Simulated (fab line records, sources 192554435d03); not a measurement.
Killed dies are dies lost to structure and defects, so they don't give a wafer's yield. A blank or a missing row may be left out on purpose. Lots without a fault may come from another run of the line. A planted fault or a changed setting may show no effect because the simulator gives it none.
Chamber matching | flow n5_finfet | N5_BEOL_M9_DESCUM_33 on rie_diel-01: 4 sister chambers
The step chemistry O2, time 7 s. 20 wafers are shown with their chamber, then 10 later ones without.

WAFERS WITH THEIR CHAMBER
wafer  | chamber | showerhead_plenum_p_Torr (Torr) | drypump_motor_current_A (A) | throttle_valve_pct (%)
L074.1 | 2       | 2.18                            | 6.1                         | 20.16
L074.2 | 0       | 2.09                            | 6.4                         | 20.36
L074.3 | 3       | 2.00                            | 6.0                         | 21.14
L074.4 | 1       | 1.97                            | 5.3                         | 20.44
L074.5 | 0       | 2.09                            | 6.4                         | 20.35
L074.6 | 1       | 1.97                            | 5.3                         | 20.44
L075.1 | 3       | 2.00                            | 6.1                         | 21.14
L075.4 | 0       | 2.09                            | 6.4                         | 20.36
L075.6 | 1       | 1.97                            | 5.3                         | 20.44
L077.1 | 3       | 2.00                            | 6.0                         | 21.13
L077.4 | 1       | 1.97                            | 5.3                         | 20.45
L077.6 | 3       | 2.00                            | 6.1                         | 21.13
L078.1 | 1       | 1.97                            | 5.3                         | 20.45
L078.3 | 2       | 2.17                            | 6.1                         | 20.18
L078.6 | 3       | 2.00                            | 6.1                         | 21.14
L083.2 | 2       | 2.17                            | 6.1                         | 20.20
L083.3 | 3       | 1.99                            | 6.1                         | 21.14
L083.4 | 1       | 1.97                            | 5.3                         | 20.49
L085.1 | 0       | 2.09                            | 6.4                         | 20.39
L085.3 | 1       | 1.97                            | 5.3                         | 20.47

SIGNATURES (means of the wafers above)
reading                  | chamber 0 | chamber 1 | chamber 2 | chamber 3 | scatter within a chamber
showerhead_plenum_p_Torr | 2.0900    | 1.9700    | 2.1733    | 1.9983    | 0.00306
drypump_motor_current_A  | 6.400     | 5.300     | 6.100     | 6.067     | 0.0289
throttle_valve_pct       | 20.3650   | 20.4543   | 20.1800   | 21.1367   | 0.0158
Rule: a wafer's distance from a chamber is the root of the sum, over the readings, of the square of ((its reading less the chamber's mean) divided by the reading's scatter). The wafer belongs to the nearest chamber; if the next one is less than 2 further off, it can't be placed. The scatter: the root of (the sum of the squares of (reading less its chamber's mean) over the shown wafers, divided by (wafers less chambers)).

WAFERS WITHOUT THEIR CHAMBER
wafer  | showerhead_plenum_p_Torr (Torr) | drypump_motor_current_A (A) | throttle_valve_pct (%)
L085.4 | 2.17                            | 6.1                         | 20.18
L084.1 | 1.96                            | 5.3                         | 20.48
L084.2 | 2.08                            | 6.4                         | 20.39
L084.3 | 2.17                            | 6.1                         | 20.19
L087.3 | 1.99                            | 6.0                         | 21.17
L087.4 | 2.08                            | 6.4                         | 20.42
L087.5 | 2.17                            | 6.1                         | 20.21
L094.1 | 2.08                            | 6.4                         | 20.42
L094.2 | 1.96                            | 5.3                         | 20.49
L094.5 | 1.99                            | 6.1                         | 21.16

WHICH CHAMBER EACH WENT THROUGH
wafer  | from the rows above | in truth
L085.4 | 2                   | 2
L084.1 | 1                   | 1
L084.2 | 0                   | 0
L084.3 | 2                   | 2
L087.3 | 3                   | 3
L087.4 | 0                   | 0
L087.5 | 2                   | 2
L094.1 | 0                   | 0
L094.2 | 1                   | 1
L094.5 | 3                   | 3
Placed correctly: 10 of 10. Can't be placed from these rows: 0. Placed wrongly: 0.
